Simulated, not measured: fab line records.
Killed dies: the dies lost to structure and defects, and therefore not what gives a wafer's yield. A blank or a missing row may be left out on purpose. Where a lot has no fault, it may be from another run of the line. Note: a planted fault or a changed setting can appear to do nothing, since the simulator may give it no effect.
Comparing a struck lot with a sound one -- flow n5Finfet -- 39 steps out of a route of 1938
Sound: the wafers L515.2, L515.3, L515.6. Wafers struck: L502.2, L502.4, L502.5. The cause comes at the end.
Per side, at each step with rows, come the tool, then ch with its chambers, and then its first start. Under that, the readings that differ: sound wafers -- struck wafers -- difference of the means -- sigmas: that difference in standard deviations of wafers without a fault.
alike: readings with means less than 2 such deviations apart, plus words and numbers identical on both sides. not compared: withheld readings, readings lacking a value on some wafer, bounds such as >300 that could conceal the same value, and numbers that have no deviation in the record and whose values overlap.
Wherever a step has rows on one side only, a row that says differs or no value, or a row with sigmas, the two part there. Numbers that don't overlap but have no deviation are shown without sigmas and don't part them. A reading that every wafer of one side lacks parts them only if that side has two wafers or more.

first, 9 steps without rows for these wafers: N5_BEOL_M4_ANNEAL_95 (time 240 s); N5_BEOL_M4_SPUTTER_96 (material Cu, target thk 4.5 nm, time 8.29 s); N5_BEOL_M4_ECD_50 (material Cu, target thk 300 nm); N5_BEOL_M4_ANNEAL_51 (time 90 s); N5_BEOL_M4_CMP_52 (polishes, stops on SiOC, t overpolish 6.8 s, target thk 40 nm); N5_BEOL_M4_PRE_CLEAN_60 (time 15 s); N5_BEOL_M4_CO_CAP_55 (material Co, precursor CCTBA/H2, target thk 2 nm, time 102.1 s); N5_BEOL_M4_PRE_CLEAN_56 (time 15 s); N5_BEOL_M4_DEP_57 (deposits SiCN from 3MS/NH3, target thk 8 nm, time 14 s).
N5_BEOL_M4_RC_MEAS_101:
  sound on prober-01 ch 0, day 13 12:05; struck on prober-01 ch 0, day 10 06:14
  alike: DIBL_N, DIBL_P, IOFF_N, IOFF_P, ION_N, ION_P, SS_N, SS_P, VT_N, VT_P
then, 24 steps without rows for these wafers: N5_BEOL_M5_ILD_DEP_00 (deposits SiCOH lowk from DEMS/porogen, target thk 140.64 nm, time 25.9 s); N5_BEOL_M5_CURE_79 (cures SiCOH lowk, time 240 s); N5_BEOL_M5_PECVD_70 (deposits SiO2 from TEOS/O2, target thk 16 nm, time 18 s); N5_BEOL_M5_HM_DEP_02 (deposits TiN, target thk 20 nm); N5_BEOL_M5_COAT_59 (time 60 s, resist thk 60 nm); N5_BEOL_M5_COAT_60 (time 60 s, resist thk 12 nm); N5_BEOL_M5_COAT_71 (time 60 s, resist thk 5 nm); N5_BEOL_M5_COAT_05 (resist thk 30 nm); N5_BEOL_M5_EBR_07; N5_BEOL_M5_SOFTBAKE_06 (time 60 s); N5_BEOL_M5_EXPOSE_08 (exposes mask M5, target cd 28 nm); N5_BEOL_M5_PEB_09 (peb time 60 s); N5_BEOL_M5_DEVELOP_10 (develop time 30 s); N5_BEOL_M5_DESCUM_16 (chemistry O2, time 7 s); N5_BEOL_M5_ETCH_72 (etches underlayer in N2/H2, target depth 6.5 nm, time 5.2 s); N5_BEOL_M5_ETCH_61 (etches SiARC in CF4, target depth 15.6 nm, time 26 s); N5_BEOL_M5_ETCH_62 (etches SOC in N2/H2, target depth 75 nm, overetch 15 nm, time 112.5 s); N5_BEOL_M5_STRIP_63 (strips in N2/H2); N5_BEOL_M5_STRIP_73 (strips in N2/H2); N5_BEOL_M5_STRIP_64 (strips in CF4); N5_BEOL_M5_HM_OPEN_17 (chemistry Cl2/BCl3, target TiN, target depth 20 nm, overetch 6 nm); N5_BEOL_M5_STRIP_19 (strips in O2); N5_BEOL_M5_COAT_65 (time 60 s, resist thk 60 nm); N5_BEOL_M5_COAT_66 (time 60 s, resist thk 12 nm).
N5_BEOL_M7_CMP_52: polishes, stops on SiCOH lowk, t overpolish 6.9 s, target thk 80 nm.
  sound on cmp-04 ch 1,2, day 14 23:11; struck on cmp-04 ch 0,1,2, day 11 14:13
  no value came back on the struck wafers for any of 7 readings (barrierFieldEndpointS (s), clearingPlatenDownForcePsi (psi) and others); on the sound wafers barrierFieldEndpointS (s) reads 29.6 29.1 29.8
reading,sound,struck,difference,sigmas
model.Cu_of_BEOL_M7_ECD_50.thkNm (nm),80.6 76.8 77.6,294.8 298.2 300,+219.3,
model.SiO2_of_BEOL_M7_PECVD_70.thkNm (nm),0 0 0,19.8 20.2 20.2,+20.1,
N5_BEOL_M7_THK_MEAS_53: measures by xrf.
  sound on filmMetro-01, day 14 23:29; struck on filmMetro-01, day 11 14:29
reading,sound,struck,difference,sigmas
M7_THK (nm),79.6 75.8 76.6,293.1 295.8 298.0,+218.3,+84
N5_BEOL_M7_RS_MEAS_57: a four-point-probe measurement.
  sound on filmMetro-01, day 14 23:37; struck on filmMetro-02, day 11 14:37
reading,sound,struck,difference,sigmas
M7_RS (ohm/sq),0.283 0.300 0.297,0.066 0.065 0.065,-0.228,-21
N5_BEOL_M7_INSPECT_58: inspects for defects (darkfield).
  sound on defectInspect-02, day 14 23:38; struck on defectInspect-01, day 11 14:38
reading,sound,struck,difference,sigmas
rawDefectCount,25 59 26,1341 1259 1303,+1264,+55
-- the record jumps here: 3 days lie between the struck wafers' starts before and after (it left off in module BEOL_M7 and takes up again in module PASSIVATION, whose first step shown is number 1936 of the route) --
N5_PASSIVATION_PROBE_49:
  rows exist in the record for the struck wafers here (prober-02, day 14 19:58), but not for the sound ones

## WHERE THEY PART
Last at N5_PASSIVATION_PROBE_49 as far as this record goes, first at N5_BEOL_M7_CMP_52.

WHY: the cause the simulator had injected
Whole step skipped at N5_BEOL_M7_CMP_52 on cmp-04, starting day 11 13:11. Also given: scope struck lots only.
